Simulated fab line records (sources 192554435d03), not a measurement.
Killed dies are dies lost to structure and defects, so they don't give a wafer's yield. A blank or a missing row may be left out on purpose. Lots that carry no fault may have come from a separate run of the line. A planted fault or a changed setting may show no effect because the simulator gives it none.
What tool caused it? -- flow n5_finfet -- 72 wafers from 24 lots sampled at 6 of the route's 1938 steps

WHAT THE GAUGES SHOWED, per wafer
Not one reading of a measure or inspect step in the record can be checked against a usual standard deviation.

TOOL THAT RAN EACH LOT (tool first, then ch and the chambers of the sampled wafers, then the start)
lot,N5_BEOL_M3_ANNEAL_51,N5_BEOL_M4_ETCH_77,N5_BEOL_M4_ALD_98,N5_BEOL_M4_ETCH_41,N5_BEOL_M4_SPUTTER_88,N5_BEOL_M4_SPUTTER_90
L074,"rtp_anneal-02 ch 0, day 7 07:39","rie_diel-05 ch 0,1,2, day 7 10:47","ald_sin-02 ch 1,2,3, day 7 10:54","rie_diel-05 ch 0,1,2, day 7 18:34 or earlier","pvd_sputter-02, day 7 18:34","pvd_sputter-02, day 7 18:47"
L075,"rtp_anneal-01 ch 0, day 7 11:17","rie_diel-03 ch 0,2,3, day 7 17:34","ald_sin-03 ch 1,3, day 7 17:40","rie_diel-03 ch 0,3, day 7 21:10 or earlier","pvd_sputter-02, day 7 21:10","pvd_sputter-02, day 7 21:23"
L076,"rtp_anneal-01 ch 0, day 7 22:26","rie_diel-05 ch 0,2,3, day 8 01:52","ald_sin-01 ch 1,3, day 8 01:58","rie_diel-04 ch 2,3, day 8 12:25 or earlier","pvd_sputter-02, day 8 12:25","pvd_sputter-02, day 8 12:38"
L077,"rtp_anneal-02 ch 0, day 8 03:09","rie_diel-05 ch 0,1,2, day 8 05:43","ald_sin-01 ch 0,2,3, day 8 05:49","rie_diel-03 ch 0,1,2, day 8 15:55 or earlier","pvd_sputter-02, day 8 15:55","pvd_sputter-02, day 8 16:08"
L078,"rtp_anneal-02 ch 0, day 8 06:19","rie_diel-04 ch 1,2,3, day 8 12:19","ald_sin-02 ch 0,2,3, day 8 12:31","rie_diel-03 ch 0,1,3, day 8 17:45 or earlier","pvd_sputter-02, day 8 17:45","pvd_sputter-02, day 8 17:58"
L080,"rtp_anneal-01 ch 0, day 8 16:50","rie_diel-04 ch 1,2, day 8 20:26","ald_sin-03 ch 1,2, day 8 21:33","rie_diel-04 ch 0,1,2, day 9 03:31 or earlier","pvd_sputter-03, day 9 03:31","pvd_sputter-03, day 9 03:44"
L079,"rtp_anneal-02 ch 0, day 8 21:47","rie_diel-05 ch 2,3, day 9 03:16","ald_sin-02 ch 0,1,2, day 9 03:23","rie_diel-03 ch 0,1,3, day 9 16:10 or earlier","pvd_sputter-03, day 9 16:10","pvd_sputter-03, day 9 16:23"
L081,"rtp_anneal-01 ch 0, day 9 08:05","rie_diel-05 ch 0,2, day 9 11:29","ald_sin-01 ch 0,1,2, day 9 11:35","rie_diel-04 ch 0,2,3, day 9 16:12 or earlier","pvd_sputter-02, day 9 16:12","pvd_sputter-02, day 9 16:25"
L082,"rtp_anneal-02 ch 0, day 9 12:20","rie_diel-05 ch 0,1,2, day 9 15:29","ald_sin-03 ch 0,2,3, day 9 15:51","rie_diel-05 ch 0,1,2, day 9 19:04 or earlier","pvd_sputter-01, day 9 19:04","pvd_sputter-01, day 9 19:17"
L083,"rtp_anneal-02 ch 0, day 9 13:34","rie_diel-03 ch 1,2,3, day 9 17:23","ald_sin-02 ch 1,2, day 9 17:29","rie_diel-05 ch 0,1,2, day 9 21:56 or earlier","pvd_sputter-02, day 9 21:56","pvd_sputter-02, day 9 22:10"
L084,"rtp_anneal-02 ch 0, day 10 00:45","rie_diel-05 ch 0,3, day 10 03:37","ald_sin-02 ch 0,1,3, day 10 03:58","rie_diel-03 ch 0,3, day 10 14:55 or earlier","pvd_sputter-01, day 10 14:55","pvd_sputter-01, day 10 15:08"
L086,"rtp_anneal-02 ch 0, day 10 17:30","rie_diel-04 ch 0,2,3, day 10 20:51","ald_sin-03 ch 2,3, day 10 20:57","rie_diel-04 ch 0,1,2, day 11 03:38 or earlier","pvd_sputter-02, day 11 03:38","pvd_sputter-02, day 11 03:51"
L085,"rtp_anneal-02 ch 0, day 10 19:20","rie_diel-04 ch 0,2,3, day 10 23:11","ald_sin-02 ch 1,2,3, day 10 23:19","rie_diel-03 ch 0,2,3, day 11 04:40 or earlier","pvd_sputter-03, day 11 04:40","pvd_sputter-03, day 11 04:53"
L087,"rtp_anneal-01 ch 0, day 10 20:55","rie_diel-04 ch 1,2,3, day 11 02:17","ald_sin-03 ch 0,2, day 11 02:33","rie_diel-05 ch 0,3, day 11 08:40 or earlier","pvd_sputter-01, day 11 08:40","pvd_sputter-01, day 11 08:53"
L089,"rtp_anneal-01 ch 0, day 11 00:40","rie_diel-04 ch 0,1,2, day 11 03:19","ald_sin-01 ch 0,1,3, day 11 03:35","rie_diel-04 ch 0,2,3, day 11 08:33 or earlier","pvd_sputter-02, day 11 08:33","pvd_sputter-02, day 11 08:46"
L088,"rtp_anneal-01 ch 0, day 11 07:57","rie_diel-03 ch 0,1,3, day 11 12:11","ald_sin-01 ch 0,1, day 11 12:17","rie_diel-04 ch 0,2, day 11 16:47 or earlier","pvd_sputter-02, day 11 16:47","pvd_sputter-02, day 11 17:01"
L090,"rtp_anneal-01 ch 0, day 11 18:41","rie_diel-03 ch 0,3, day 11 21:58","ald_sin-02 ch 0,1,2, day 11 22:04","rie_diel-04 ch 0,2,3, day 12 06:46 or earlier","pvd_sputter-03, day 12 06:46","pvd_sputter-03, day 12 06:59"
L091,"rtp_anneal-01 ch 0, day 12 00:11","rie_diel-03 ch 0,1,3, day 12 04:35","ald_sin-01 ch 0,1,3, day 12 04:51","rie_diel-04 ch 1,2,3, day 12 09:50 or earlier","pvd_sputter-03, day 12 09:50","pvd_sputter-03, day 12 10:03"
L093,"rtp_anneal-02 ch 0, day 12 01:50","rie_diel-05 ch 0,2,3, day 12 04:58","ald_sin-02 ch 0,1,2, day 12 06:02","rie_diel-03 ch 0,1,3, day 12 11:41 or earlier","pvd_sputter-01, day 12 11:41","pvd_sputter-01, day 12 11:55"
L092,"rtp_anneal-01 ch 0, day 12 02:40","rie_diel-03 ch 0,1, day 12 06:13","ald_sin-02 ch 0,1,2, day 12 06:19","rie_diel-04 ch 1,2,3, day 12 14:13 or earlier","pvd_sputter-02, day 12 14:13","pvd_sputter-02, day 12 14:26"
L094,"rtp_anneal-02 ch 0, day 12 06:14","rie_diel-04 ch 0,1,2, day 12 10:03","ald_sin-03 ch 0,3, day 12 10:09","rie_diel-04 ch 0,2,3, day 12 15:11 or earlier","pvd_sputter-01, day 12 15:11","pvd_sputter-01, day 12 15:38"
L097,"rtp_anneal-02 ch 0, day 12 23:14","rie_diel-04 ch 0,1,3, day 13 03:10","ald_sin-03 ch 0,2,3, day 13 04:04","rie_diel-04 ch 0,1, day 13 13:38 or earlier","pvd_sputter-02, day 13 13:38","pvd_sputter-02, day 13 13:52"
L095,"rtp_anneal-02 ch 0, day 13 10:25","rie_diel-04 ch 1,2, day 13 13:40","ald_sin-01 ch 1,2, day 13 13:46","rie_diel-05 ch 0,1, day 13 17:24 or earlier","pvd_sputter-02, day 13 17:24","pvd_sputter-02, day 13 17:37"
L096,"rtp_anneal-02 ch 0, day 13 12:15","rie_diel-03 ch 0,2, day 13 16:58","ald_sin-03 ch 0,2, day 13 17:04","rie_diel-04 ch 0,3, day 13 19:53 or earlier","pvd_sputter-02, day 13 19:53","pvd_sputter-02, day 13 20:06"
- N5_BEOL_M3_ANNEAL_51: time 90 s.
- N5_BEOL_M4_ETCH_77: etches underlayer in N2/H2, target depth 6.5 nm, time 5.2 s.
- N5_BEOL_M4_ALD_98: deposits SiO2, target thk 2.5 nm, pulse time 1 s, co reactant pulse time 1 s.
- N5_BEOL_M4_ETCH_41: etches SiCN in CH3F/O2, target depth 29.9 nm, time 52.5 s.
- N5_BEOL_M4_SPUTTER_88: material Cu, target thk 4.5 nm, time 8.29 s.
- N5_BEOL_M4_SPUTTER_90: material Cu, target thk 4.5 nm, time 8.29 s.

WHAT THE TOOLS THEMSELVES READ (means of the sampled wafers that have a number; where no wafer has one, the mark that the record gives instead)
N5_BEOL_M3_ANNEAL_51. Usual: anneal_temp_c_max 226.5, standard deviation 0.42; wafer_temp_C_max 225.77, standard deviation 0.29.
lot,tool,anneal_temp_c_max,wafer_temp_C_max,flag
L074,rtp_anneal-02,226.8,226.12,
L075,rtp_anneal-01,226.2,225.68,
L076,rtp_anneal-01,226.3,225.60,
L077,rtp_anneal-02,226.8,225.88,
L078,rtp_anneal-02,226.7,226.30,
L080,rtp_anneal-01,226.4,225.46,
L079,rtp_anneal-02,226.7,226.13,
L081,rtp_anneal-01,226.3,225.48,
L082,rtp_anneal-02,226.4,225.85,
L083,rtp_anneal-02,226.7,225.95,
L084,rtp_anneal-02,226.7,226.04,
L086,rtp_anneal-02,226.8,225.88,
L085,rtp_anneal-02,227.1,225.92,
L087,rtp_anneal-01,226.1,225.48,
L089,rtp_anneal-01,226.1,225.75,
L088,rtp_anneal-01,226.1,225.80,
L090,rtp_anneal-01,226.6,225.58,
L091,rtp_anneal-01,226.1,225.58,
L093,rtp_anneal-02,227.3,225.63,
L092,rtp_anneal-01,226.1,225.34,
L094,rtp_anneal-02,226.3,225.48,
L097,rtp_anneal-02,226.8,225.79,
L095,rtp_anneal-02,226.9,226.26,
L096,rtp_anneal-02,227.1,225.81,

N5_BEOL_M4_ETCH_77. Usual: value, then standard deviation, for each; drypump_motor_current_A 6.0 A / 0.38; etch_rf_on_time_s 5.20 s / 0.063; h2_flow_sccm 199.9 sccm / 0.57; oes_product_au 0.70 a.u. / 0.078; rf_vpp_V 523.7 V / 2.4; showerhead_plenum_p_Torr 2.54 Torr / 0.072; throttle_valve_pct 17.87 % / 0.27.
lot,tool,drypump_motor_current_A (A),etch_rf_on_time_s (s),h2_flow_sccm (sccm),oes_product_au (a.u.),rf_vpp_V (V),showerhead_plenum_p_Torr (Torr),throttle_valve_pct (%),flag
L074,rie_diel-05,6.2,5.21,199.8,0.67,522.3,2.48,17.83,
L075,rie_diel-03,5.8,5.22,200.1,0.67,525.0,2.59,18.06,
L076,rie_diel-05,6.2,5.23,200.3,0.68,522.0,2.52,17.85,
L077,rie_diel-05,6.2,5.24,199.7,0.66,522.8,2.48,17.83,
L078,rie_diel-04,5.9,5.20,200.5,0.67,521.2,2.47,17.85,
L080,rie_diel-04,5.8,5.18,200.1,0.67,523.2,2.52,17.75,
L079,rie_diel-05,6.3,5.12,200.2,0.66,521.9,2.52,17.86,
L081,rie_diel-05,6.3,5.14,200.0,0.69,521.3,2.46,17.67,
L082,rie_diel-05,6.2,5.18,199.7,0.73,523.5,2.48,17.72,
L083,rie_diel-03,6.1,5.20,199.9,0.67,524.3,2.56,18.06,
L084,rie_diel-05,6.2,5.29,200.7,0.63,524.2,2.57,18.11,
L086,rie_diel-04,5.7,5.18,199.5,0.79,526.0,2.60,17.61,
L085,rie_diel-04,5.7,5.20,200.3,0.78,523.9,2.60,17.62,
L087,rie_diel-04,5.9,5.18,199.9,0.72,525.3,2.57,17.73,
L089,rie_diel-04,5.6,5.20,199.7,0.71,523.8,2.54,17.65,
L088,rie_diel-03,6.2,5.18,199.9,0.70,524.0,2.54,17.98,
L090,rie_diel-03,6.1,5.20,200.0,0.67,524.2,2.55,17.89,
L091,rie_diel-03,6.2,5.22,199.8,0.69,523.7,2.53,17.99,
L093,rie_diel-05,6.2,5.24,199.7,0.64,524.1,2.51,17.92,
L092,rie_diel-03,6.0,5.20,200.3,0.70,524.2,2.54,18.12,
L094,rie_diel-04,5.6,5.19,199.5,0.70,523.5,2.53,17.68,
L097,rie_diel-04,5.9,5.16,200.0,0.70,524.2,2.61,17.82,
L095,rie_diel-04,5.6,5.13,200.4,0.69,522.9,2.49,17.63,
L096,rie_diel-03,5.7,5.17,200.3,0.72,524.9,2.57,18.15,

N5_BEOL_M4_ALD_98. Usual: heater_power_w 81 W, standard deviation 6.9; precursor_pulse_height_rel 0.999, standard deviation 0.02.
lot,tool,heater_power_w (W),precursor_pulse_height_rel,flag
L074,ald_sin-02,81,1.014,
L075,ald_sin-03,87,0.994,
L076,ald_sin-01,82,0.986,
L077,ald_sin-01,85,0.995,
L078,ald_sin-02,84,0.995,
L080,ald_sin-03,90,1.001,
L079,ald_sin-02,75,1.001,
L081,ald_sin-01,78,0.987,
L082,ald_sin-03,80,0.992,
L083,ald_sin-02,76,0.996,
L084,ald_sin-02,82,0.985,
L086,ald_sin-03,81,1.012,
L085,ald_sin-02,81,0.999,
L087,ald_sin-03,79,1.006,
L089,ald_sin-01,79,1.006,
L088,ald_sin-01,75,0.984,
L090,ald_sin-02,76,0.997,
L091,ald_sin-01,78,1.000,
L093,ald_sin-02,75,1.001,
L092,ald_sin-02,78,0.996,
L094,ald_sin-03,79,0.995,
L097,ald_sin-03,80,0.993,
L095,ald_sin-01,81,0.999,
L096,ald_sin-03,77,0.975,

N5_BEOL_M4_ETCH_41. Usual: drypump_motor_current_A 5.9 A, standard deviation 0.41; oes_product_au 0.83 a.u., standard deviation 0.095; rf_vpp_V 297.4 V, standard deviation 1.4; showerhead_plenum_p_Torr 2.00 Torr, standard deviation 0.059; throttle_valve_pct 16.27 %, standard deviation 0.25.
lot,tool,drypump_motor_current_A (A),oes_product_au (a.u.),rf_vpp_V (V),showerhead_plenum_p_Torr (Torr),throttle_valve_pct (%),flag
L074,rie_diel-05,6.2,0.79,295.6,1.96,16.26,
L075,rie_diel-03,6.1,0.83,298.7,2.02,16.26,
L076,rie_diel-04,6.0,0.77,295.1,1.92,16.49,
L077,rie_diel-03,5.9,0.82,297.7,2.01,16.56,
L078,rie_diel-03,6.2,0.86,296.5,2.00,16.35,
L080,rie_diel-04,5.6,0.89,298.1,2.00,16.09,
L079,rie_diel-03,6.2,0.84,297.1,2.00,16.36,
L081,rie_diel-04,5.7,0.95,298.0,2.05,16.06,
L082,rie_diel-05,6.2,0.86,296.5,1.95,16.14,
L083,rie_diel-05,6.2,0.84,296.0,1.95,16.14,
L084,rie_diel-03,6.1,0.80,297.6,2.01,16.32,
L086,rie_diel-04,5.6,0.85,297.8,2.00,16.10,
L085,rie_diel-03,5.8,0.76,298.0,2.02,16.56,
L087,rie_diel-05,6.1,0.77,296.6,1.98,16.30,
L089,rie_diel-04,5.7,0.92,299.3,2.05,16.09,
L088,rie_diel-04,5.3,0.90,297.7,1.99,15.98,
L090,rie_diel-04,5.7,0.91,298.5,2.04,16.10,
L091,rie_diel-04,5.9,0.81,297.6,2.02,16.25,
L093,rie_diel-03,6.2,0.81,296.5,1.99,16.42,
L092,rie_diel-04,5.9,0.82,297.1,2.02,16.25,
L094,rie_diel-04,5.7,0.90,297.7,2.04,16.12,
L097,rie_diel-04,5.8,0.74,296.8,1.99,16.29,
L095,rie_diel-05,6.1,0.83,296.8,1.95,16.26,
L096,rie_diel-04,5.7,0.89,298.6,2.07,16.15,

N5_BEOL_M4_SPUTTER_88. Usual: chuck_sensor_temp_C -15.9 C, standard deviation 0.41; throttle_valve_pct 29.7 %, standard deviation 1.2.
lot,tool,chuck_sensor_temp_C (C),throttle_valve_pct (%),flag
L074,pvd_sputter-02,-15.9,30.4,
L075,pvd_sputter-02,-16.1,29.8,
L076,pvd_sputter-02,-16.1,28.9,
L077,pvd_sputter-02,-15.9,30.3,
L078,pvd_sputter-02,-15.9,29.5,
L080,pvd_sputter-03,-16.4,30.1,
L079,pvd_sputter-03,-16.0,30.4,
L081,pvd_sputter-02,-15.6,30.5,
L082,pvd_sputter-01,-15.8,29.2,
L083,pvd_sputter-02,-15.8,29.5,
L084,pvd_sputter-01,-15.6,30.4,
L086,pvd_sputter-02,-15.8,30.3,
L085,pvd_sputter-03,-16.3,30.1,
L087,pvd_sputter-01,-15.9,28.8,
L089,pvd_sputter-02,-15.8,29.5,
L088,pvd_sputter-02,-15.5,30.8,
L090,pvd_sputter-03,-15.9,29.7,
L091,pvd_sputter-03,-16.2,29.7,
L093,pvd_sputter-01,-15.9,29.3,
L092,pvd_sputter-02,-15.8,29.4,
L094,pvd_sputter-01,-15.8,28.9,
L097,pvd_sputter-02,-16.0,28.7,
L095,pvd_sputter-02,-15.7,30.3,
L096,pvd_sputter-02,-16.2,29.2,

N5_BEOL_M4_SPUTTER_90. Usual: chuck_sensor_temp_C -16.0 C, standard deviation 0.39; throttle_valve_pct 29.7 %, standard deviation 1.2.
lot,tool,chuck_sensor_temp_C (C),throttle_valve_pct (%),flag
L074,pvd_sputter-02,-15.9,30.2,
L075,pvd_sputter-02,-16.0,29.7,
L076,pvd_sputter-02,-16.2,28.9,
L077,pvd_sputter-02,-15.8,30.4,
L078,pvd_sputter-02,-15.8,29.4,
L080,pvd_sputter-03,-16.3,30.1,
L079,pvd_sputter-03,-16.2,30.4,
L081,pvd_sputter-02,-15.6,30.4,
L082,pvd_sputter-01,-15.5,29.4,
L083,pvd_sputter-02,-15.9,29.5,
L084,pvd_sputter-01,-15.6,30.5,
L086,pvd_sputter-02,-15.8,30.3,
L085,pvd_sputter-03,-16.2,30.1,
L087,pvd_sputter-01,-15.9,28.9,
L089,pvd_sputter-02,-15.9,29.4,
L088,pvd_sputter-02,-15.6,30.6,
L090,pvd_sputter-03,-16.0,29.8,
L091,pvd_sputter-03,-16.2,29.6,
L093,pvd_sputter-01,-16.0,29.3,
L092,pvd_sputter-02,-15.9,29.6,
L094,pvd_sputter-01,-15.8,28.9,
L097,pvd_sputter-02,-16.1,28.6,
L095,pvd_sputter-02,-15.8,30.4,
L096,pvd_sputter-02,-16.2,29.1,

THE ANSWER, worked out from the rows above alone
Rule: lot off if the mean of its wafers having a number is beyond 3 standard deviations from the usual mean. A lot without any number at a reading at which 4 lots or more have one is off too. The other lots that the step has rows for count as sound. The gauges are gone through in route order, then the tools' own readings, and for those a lot's mean is taken as printed above. At the first step where some lot is off, the reading lying furthest off is the one used; lots without a number count as furthest.
Nothing can be told from this: no lot is off at any reading shown.

WHAT THE SIMULATOR HAD INSERTED
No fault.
